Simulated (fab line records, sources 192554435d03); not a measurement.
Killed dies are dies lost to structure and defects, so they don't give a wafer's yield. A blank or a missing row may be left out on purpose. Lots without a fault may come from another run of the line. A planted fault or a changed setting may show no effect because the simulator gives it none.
Split-lot experiment | flow n5_finfet | 7 lots, 39 wafers read, on a route of 1938 steps

THE SPLIT
At N5_MOL_CONTACT_COAG_CVD_140 (deposits W, target thk 66.5 nm, time 215 s), the setting target_thk_a was moved away from the recipe's 665 angstrom on 18 of the 39 wafers read, by -56.4% to +54.4%. The other wafers ran this setting at the recipe's value.

The reading is taken at the split's own step.

THE READING
W_of_MOL_CONTACT_COAG_CVD_140.thk_nm (the simulator's own value, which no gauge read), in nm, at N5_MOL_CONTACT_COAG_CVD_140 (deposits W, target thk 66.5 nm, time 215 s). The file gives no usual value for it. The 21 wafers here that ran the recipe average 66.1 nm, standard deviation 0.81 nm.

wafer  | tool, chamber at the split | target_thk_a as run, angstrom | against the recipe | W_of_MOL_CONTACT_COAG_CVD_140.thk_nm, nm | against lot-mates on the recipe
L079.1 | cvd_w-01, 1                | 1027                          | +54.4%             | 101.6                                    | +35.3
L079.2 | cvd_w-01, 0                | 665                           | recipe             | 66.6                                     | -
L079.3 | cvd_w-01, 1                | 665                           | recipe             | 66.2                                     | -
L079.4 | cvd_w-01, 0                | 665                           | recipe             | 66                                       | -
L079.5 | cvd_w-01, 0                | 1027                          | +54.4%             | 102.8                                    | +36.5
L079.6 | cvd_w-01, 1                | 1027                          | +54.4%             | 101.8                                    | +35.5
L080.1 | cvd_w-02, 1                | 778.9                         | +17.1%             | 77.6                                     | +10.5
L080.2 | cvd_w-02, 0                | 665                           | recipe             | 67.6                                     | -
L080.4 | cvd_w-02, 0                | 665                           | recipe             | 67.6                                     | -
L080.3 | cvd_w-02, 1                | 778.9                         | +17.1%             | 78.2                                     | +11.1
L080.5 | cvd_w-02, 1                | 665                           | recipe             | 66.2                                     | -
L080.6 | cvd_w-02, 0                | 778.9                         | +17.1%             | 79                                       | +11.9
L082.1 | cvd_w-01, 1                | 665                           | recipe             | 65.2                                     | -
L082.2 | cvd_w-01, 0                | 494                           | -25.7%             | 49.4                                     | -16.1
L082.3 | cvd_w-01, 0                | 665                           | recipe             | 65.6                                     | -
L082.4 | cvd_w-01, 1                | 494                           | -25.7%             | 48.6                                     | -16.9
L082.5 | cvd_w-01, 0                | 494                           | -25.7%             | 49                                       | -16.5
L082.6 | cvd_w-01, 1                | 665                           | recipe             | 65.8                                     | -
L083.1 | cvd_w-01, 1                | 665                           | recipe             | 65.2                                     | -
L083.2 | cvd_w-01, 0                | 344.1                         | -48.3%             | 33.4                                     | -31.9
L083.3 | cvd_w-01, 0                | 344.1                         | -48.3%             | 33.2                                     | -32.1
L083.4 | cvd_w-01, 1                | 665                           | recipe             | 65.8                                     | -
L083.5 | cvd_w-01, 1                | 665                           | recipe             | 65                                       | -
L083.6 | cvd_w-01, 0                | 344.1                         | -48.3%             | 33                                       | -32.3
L091.2 | cvd_w-01, 0                | 665                           | recipe             | 65.2                                     | -
L091.3 | cvd_w-01, 1                | 665                           | recipe             | 65.4                                     | -
L091.4 | cvd_w-01, 0                | 665                           | recipe             | 65.8                                     | -
L092.1 | cvd_w-02, 0                | 876.4                         | +31.8%             | 88.6                                     | +21.5
L092.2 | cvd_w-02, 1                | 876.4                         | +31.8%             | 87.6                                     | +20.5
L092.3 | cvd_w-02, 0                | 665                           | recipe             | 67.8                                     | -
L092.4 | cvd_w-02, 1                | 876.4                         | +31.8%             | 87.4                                     | +20.3
L092.5 | cvd_w-02, 0                | 665                           | recipe             | 67                                       | -
L092.6 | cvd_w-02, 1                | 665                           | recipe             | 66.6                                     | -
L093.1 | cvd_w-02, 1                | 289.7                         | -56.4%             | 28                                       | -37.9
L093.2 | cvd_w-02, 0                | 289.7                         | -56.4%             | 30.4                                     | -35.5
L093.3 | cvd_w-02, 0                | 665                           | recipe             | 66.2                                     | -
L093.4 | cvd_w-02, 1                | 665                           | recipe             | 66                                       | -
L093.5 | cvd_w-02, 0                | 289.7                         | -56.4%             | 29.8                                     | -36.1
L093.6 | cvd_w-02, 1                | 665                           | recipe             | 65.4                                     | -

THE FIT
A straight line over all 39 wafers: W_of_MOL_CONTACT_COAG_CVD_140.thk_nm changes by +0.666 nm for each +1% of target_thk_a; r = +1.00; the points scatter about the line by 0.85 nm.
The same after taking each lot's own level away (the mean of its wafers on the recipe; 39 wafers): +0.654 nm for each +1%; r = +1.00; scatter 0.56 nm.
On that fit, the largest move of target_thk_a shifts the reading by 37 nm.
The lots' own levels span 65.33 to 67.13 nm, that is 2.2 times the standard deviation above.
So the lot-to-lot level changes the slope little: the two slopes agree.
Check: with one of the wafers moved furthest among these (-56.4%) left out of the fit, the line predicts -36.8 nm for it against its lot-mates. It came out at -37.9 nm against them.

OTHER SPLITS ON THESE WAFERS
These wafers also went through other splits before the reading. Each is held against what the fit with the lots' levels taken away leaves over:
other split on the same wafers | wafers away from the commonest value | r with W_of_MOL_CONTACT_COAG_CVD_140.thk_nm (lot level and that fit taken away)
N5_SD_EPI_N_EPI_21 time_s      | 6                                    | -0.04
N5_GATE_CUT_DESCUM_18 time_s   | 15                                   | -0.18

THE WHOLE CHAIN: every reading that the file lists as answering this split, in the file's order
step                        | what it does                                                    | reading                                                                               | change (the file's fit)                                                             | r (the file's)
N5_MOL_CONTACT_COAG_CVD_140 | deposits W, target thk 66.5 nm, time 215 s                      | W_of_MOL_CONTACT_COAG_CVD_140.thk_nm (the simulator's own value, which no gauge read) | +0.654 nm for each +1% of the setting                                               | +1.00
N5_MOL_CONTACT_COAG_CMP_52  | polishes, stops on SiO2, t overpolish 1.5 s, target thk 66.5 nm | W_of_MOL_CONTACT_COAG_CVD_140.thk_nm (the simulator's own value, which no gauge read) | not straight: 29.4 at the lowest setting, 66.01 at the recipe, 65.27 at the highest | not given

THE FILE'S OWN FIT
W_of_MOL_CONTACT_COAG_CVD_140.thk_nm changes by +0.654 nm for each +1% of target_thk_a, r = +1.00.
